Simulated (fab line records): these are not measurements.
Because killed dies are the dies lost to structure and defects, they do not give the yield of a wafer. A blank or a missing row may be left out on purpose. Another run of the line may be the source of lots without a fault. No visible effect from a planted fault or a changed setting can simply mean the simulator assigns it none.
Chamber matching    flow nand_harc    NHARC_A_STAIRCASE_DESCUM_219 on rie_diel-09: 4 sister chambers
The step chemistry O2, time 3 s. 4 wafers are shown with their chamber, then 9 later ones without.

== EACH WAFER AND ITS CHAMBER ==
wafer   chamber  showerhead_plenum_p_Torr (Torr)
L082.1  2        1.92
L093.4  1        1.94
L093.5  3        1.98
L093.6  0        1.78

== WAFERS WITHOUT THEIR CHAMBER ==
wafer   showerhead_plenum_p_Torr (Torr)
L095.3  1.93
L095.4  1.98
L095.6  1.90
L095.1  1.78
L095.2  1.90
L095.5  1.93
L097.3  1.90
L097.5  1.98
L097.6  1.78

== CHAMBER TAKEN BY EACH ==
wafer   from the rows above      in truth
L095.3  can't be placed: 1 or 2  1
L095.4  3                        3
L095.6  can't be placed: 2 or 1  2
L095.1  0                        0
L095.2  can't be placed: 2 or 1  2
L095.5  can't be placed: 1 or 2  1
L097.3  can't be placed: 2 or 1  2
L097.5  3                        3
L097.6  0                        0
Correctly placed: 4 of 9. Cannot be placed on the basis of these rows: 5; the candidates contain the true chamber in 5. Placed wrongly: 0.
How it was worked out, from the rows above alone: a wafer's distance from a chamber is the root of the sum, over the readings, of the square of ((its reading less the chamber's mean) divided by the reading's scatter). The wafer belongs to the nearest chamber; if the next one is less than 2 further off, it can't be placed. The mean given for a chamber averages the wafers shown for that chamber. The scatter: root of mean squared gap, hidden wafer to nearest shown wafer, with one shown wafer a chamber.
